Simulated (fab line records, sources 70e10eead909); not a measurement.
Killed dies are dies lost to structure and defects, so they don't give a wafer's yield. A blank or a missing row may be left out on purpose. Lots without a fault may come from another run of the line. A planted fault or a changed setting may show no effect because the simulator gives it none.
Which tool did it? | flow nand_harc | 12 lots, 36 wafers sampled, at 6 steps of a route of 1159

WHAT THE GAUGES READ, wafer by wafer
NHARC_A_M1_INSPECT_27.
lot  | measured     | on                | raw_defect_count
L076 | day 18 10:42 | defect_inspect-02 | 393 413 366
L077 | day 18 22:41 | defect_inspect-01 | 534 326 382
L078 | day 19 09:47 | defect_inspect-02 | 279 318 380
L081 | day 19 19:21 | defect_inspect-02 | 537 572 575
L083 | day 20 07:51 | defect_inspect-02 | 365 362 351
L088 | day 20 15:26 | defect_inspect-02 | 548 350 408
L086 | day 20 19:59 | defect_inspect-02 | 393 372 341
L089 | day 21 19:55 | defect_inspect-02 | 363 424 329
L090 | day 22 02:01 | defect_inspect-02 | 469 545 467
L093 | day 22 10:24 | defect_inspect-02 | 417 341 451
L095 | day 22 19:35 | defect_inspect-01 | 457 417 516
L097 | day 24 06:27 | defect_inspect-02 | 387 360 326

WHICH TOOL RAN EACH LOT (tool, then ch and the chambers of the sampled wafers, then the start)
lot  | NHARC_A_BLC_PVD_32                      | NHARC_A_M0_PRE_CLEAN_29                 | NHARC_A_M0_PVD_21                       | NHARC_A_M0_DEP_32               | NHARC_A_M1_STRIP_18
L076 | pvd_sputter-03, day 18 06:44 or earlier | pvd_sputter-03, day 18 06:44 or earlier | pvd_sputter-03, day 18 06:44 or earlier | pecvd-03 ch 0,1,2, day 18 06:44 | rie_diel-09 ch 1,2, day 18 08:29
L077 | pvd_sputter-02, day 18 18:29 or earlier | pvd_sputter-01, day 18 18:29 or earlier | pvd_sputter-01, day 18 18:29 or earlier | pecvd-04 ch 0,1,2, day 18 18:29 | rie_diel-06 ch 0,1,2, day 18 20:12
L078 | pvd_sputter-01, day 19 05:37 or earlier | pvd_sputter-03, day 19 05:37 or earlier | pvd_sputter-03, day 19 05:37 or earlier | pecvd-03 ch 0,2, day 19 05:37   | rie_diel-06 ch 0,1,3, day 19 07:38
L081 | pvd_sputter-02, day 19 14:52 or earlier | pvd_sputter-01, day 19 14:52 or earlier | pvd_sputter-01, day 19 14:52 or earlier | pecvd-01 ch 0,1, day 19 14:52   | rie_diel-12 ch 0,1,3, day 19 16:44
L083 | pvd_sputter-02, day 20 03:46 or earlier | pvd_sputter-03, day 20 03:46 or earlier | pvd_sputter-02, day 20 03:46 or earlier | pecvd-01 ch 0,2, day 20 03:46   | rie_diel-09 ch 0,1, day 20 05:35
L088 | pvd_sputter-02, day 20 11:23 or earlier | pvd_sputter-02, day 20 11:23 or earlier | pvd_sputter-02, day 20 11:23 or earlier | pecvd-01 ch 0,2, day 20 11:23   | rie_diel-09 ch 0,2, day 20 13:10
L086 | pvd_sputter-01, day 20 15:59 or earlier | pvd_sputter-01, day 20 15:59 or earlier | pvd_sputter-01, day 20 15:59 or earlier | pecvd-03 ch 0,1,2, day 20 15:59 | rie_diel-06 ch 0,1,2, day 20 17:50
L089 | pvd_sputter-03, day 21 15:43 or earlier | pvd_sputter-01, day 21 15:43 or earlier | pvd_sputter-01, day 21 15:43 or earlier | pecvd-03 ch 0,1,2, day 21 15:43 | rie_diel-06 ch 0,3, day 21 17:41
L090 | pvd_sputter-03, day 21 21:58 or earlier | pvd_sputter-02, day 21 21:58 or earlier | pvd_sputter-02, day 21 21:58 or earlier | pecvd-01 ch 1,2, day 21 21:58   | rie_diel-06 ch 1,3, day 21 23:44
L093 | pvd_sputter-03, day 22 06:24 or earlier | pvd_sputter-01, day 22 06:24 or earlier | pvd_sputter-01, day 22 06:24 or earlier | pecvd-01 ch 0,1, day 22 06:24   | rie_diel-09 ch 2,3, day 22 08:10
L095 | pvd_sputter-02, day 22 15:32 or earlier | pvd_sputter-02, day 22 15:32 or earlier | pvd_sputter-02, day 22 15:32 or earlier | pecvd-04 ch 0,2, day 22 15:32   | rie_diel-06 ch 0,1,3, day 22 17:19
L097 | pvd_sputter-01, day 24 02:07 or earlier | pvd_sputter-03, day 24 02:07 or earlier | pvd_sputter-03, day 24 02:07 or earlier | pecvd-04 ch 1,2, day 24 02:07   | rie_diel-09 ch 1,2,3, day 24 03:53
- NHARC_A_BLC_PVD_32: deposits Ti, target thk 5 nm, time 17.7 s.
- NHARC_A_M0_PRE_CLEAN_29: time 30 s.
- NHARC_A_M0_PVD_21: deposits Cu, target thk 30 nm, time 20.49 s.
- NHARC_A_M0_DEP_32: deposits SiCN, target thk 30 nm.
- NHARC_A_M1_STRIP_18: strips in N2/H2.

THE ANSWER, worked out from the rows above alone
Rule: what is usual is taken from the lots themselves. Put in order of their means at a reading, lots are off if they are a third of the lots or fewer, leave a main group of 4 or more, and stand apart from it by a gap of 3 or more times the standard deviation of the main group's means; of several such gaps the widest counts. A main group whose means are all the same, to the digits that the tables above print for the reading, isn't used. A lot without any number at a reading at which 4 lots or more have one is off too. The other lots that the step has rows for count as sound.
No lot is off at any reading shown: from this, nothing can be told.

WHAT THE SIMULATOR HAD PUT IN
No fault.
